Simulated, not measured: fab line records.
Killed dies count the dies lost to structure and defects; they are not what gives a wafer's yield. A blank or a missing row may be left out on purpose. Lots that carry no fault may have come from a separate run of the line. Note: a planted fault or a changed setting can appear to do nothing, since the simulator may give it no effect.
Code-filled problem report in 8D (eight disciplines) form ; flow n5Finfet ; the parts of the form that need people (team, actions taken, sign-off) are left out

## 1. WHAT IS WRONG
HMC_CMP_THK at N5_PMOS_HMC_CHANNEL_EPI_THK_MEAS_22 reads a mean of 59.9 nm on 1 wafer of 1 lot; wafers without a fault read 53.7 nm with a standard deviation of 0.96. That puts it +6.5 standard deviations away from the usual mean.
First observed at day 5 15:05: wafer L586.4, on filmMetro-02. The record has a number at this step for 27 wafers belonging to 9 lots. Rule for "out", or "out of limits": more than 4 standard deviations from the usual mean. The rest of the wafers with a number are treated as sound.

## 2. WHAT THIS IS AND IS NOT
question;is;is not
which readings at this step;HMC_CMP_THK;-
which lots;L586;L571, L577, L580, L583, L584, L591, L593, L594
which wafers of those lots;L586.4;L586.1, L586.3
read on which gauges;filmMetro-02;filmMetro-01
when;from day 5 15:05;"up to then (17 sound wafers); but 9 sound wafers of L591, L593, L594 came after"

## 3. WHAT RULES OUT EACH SUSPECT
Counting: if a tool at a process step up to the reading ran every lot that is out, it stays a suspect. Sound lots after the first of them don't rule it out here, since some wafers of a struck lot are sound.
- the gauge at N5_PMOS_HMC_CHANNEL_EPI_THK_MEAS_22 has been ruled out. All the wafers that are out were read on filmMetro-02, but those of them that N5_BEOL_M4_RC_MEAS_101 has rows for are out there too, on other tools.
- rieSi-06 at N5_PMOS_HMC_CHANNEL_EPI_ETCH_38 (etches SiO2 in CF4, target depth 1.5 nm): kept. L586, the lot that is out, went through it at day 5 11:37; up to then, the latest sound lot through it was L584 at day 5 01:31.
- rieSi-06 at N5_PMOS_HMC_CHANNEL_EPI_FIN_RECESS_16 (chemistry HBr/Cl2, target Si, target depth 54 nm, time 18 s): kept. L586, the lot that is out, went through it at day 5 11:38; up to then, the latest sound lot through it was L584 at day 5 01:32.
- Within rieSi-06 at N5_PMOS_HMC_CHANNEL_EPI_ETCH_38: the wafers that are out ran in chamber 1; their sound lot-mates ran in chambers 2, 3.
- Within rieSi-06 at N5_PMOS_HMC_CHANNEL_EPI_FIN_RECESS_16: the wafers that are out ran in chamber 1; their sound lot-mates ran in chambers 2, 3.
Left after counting: rieSi-06 at N5_PMOS_HMC_CHANNEL_EPI_ETCH_38, rieSi-06 at N5_PMOS_HMC_CHANNEL_EPI_FIN_RECESS_16.

## 4. THE CAUSE (what the simulator had put in)
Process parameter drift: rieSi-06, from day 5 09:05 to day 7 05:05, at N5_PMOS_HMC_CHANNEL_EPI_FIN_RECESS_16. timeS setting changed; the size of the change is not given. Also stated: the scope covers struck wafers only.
Counting left 2 suspects, and this tool is among them.

## 5. THE CHAIN OF EFFECTS, in route order
Each row: a reading whose mean over the struck wafers that have a number lies more than 3 standard deviations from the usual. Readings are gone through only where the record gives a usual standard deviation; hours: the median, over the lots, of the time from a lot's start at the first step in this table giving one to that lot's start at this step; sigmas: the change measured in usual standard deviations.
hours;step;reading;usual;on struck wafers;change;sigmas
0;N5_PMOS_HMC_CHANNEL_EPI_THK_MEAS_22;HMC_CMP_THK;53.7 nm;59.9;+6.2;+6.5
152;N5_BEOL_M4_RC_MEAS_101;CJ_P;5.83;3.26;-2.57;-13
152;N5_BEOL_M4_RC_MEAS_101;DIBL_P;36.5 mV/V;51.3;+14.8;+6.4
152;N5_BEOL_M4_RC_MEAS_101;IOFF_P;0.21 nA/um;1.21;+1.00;+27
152;N5_BEOL_M4_RC_MEAS_101;IOFF_P_85C;3.7 nA/um;15.7;+12.0;+22
152;N5_BEOL_M4_RC_MEAS_101;IOFF_P_LONG;0.000106 nA/um;0.000075;-0.000031;-4.1
152;N5_BEOL_M4_RC_MEAS_101;ION_P;459 uA/um;430;-29;-4.1
152;N5_BEOL_M4_RC_MEAS_101;SS_P;73.4 mV/dec;89.6;+16.2;+21
281;N5_PASSIVATION_PROBE_49;sort_bin_4_leakage;0.00 %;90.93;+90.93;+99 or more
281;N5_PASSIVATION_PROBE_49;sortNPass;1077;0;-1077;-51
281;N5_PASSIVATION_PROBE_49;sortYieldPct;91.3 %;0.0;-91.3;-54
Here are the process steps it includes:
- N5_PASSIVATION_PROBE_49

## 6. HOW IT WOULD HAVE BEEN CAUGHT EARLIER
In this record the first reading out of limits at a measuring or inspecting step was taken at day 5 15:05, 6 hours after the fault began at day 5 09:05.
No tool reading at N5_PMOS_HMC_CHANNEL_EPI_FIN_RECESS_16 that has a usual standard deviation in the record was out on any struck wafer, so an alarm limit of 4 standard deviations on those readings would not have fired.
All the lots that are out (1) had begun N5_PMOS_HMC_CHANNEL_EPI_FIN_RECESS_16 on rieSi-06 by day 5 15:05. Had the tool been put on hold then, not one of them would have been saved.
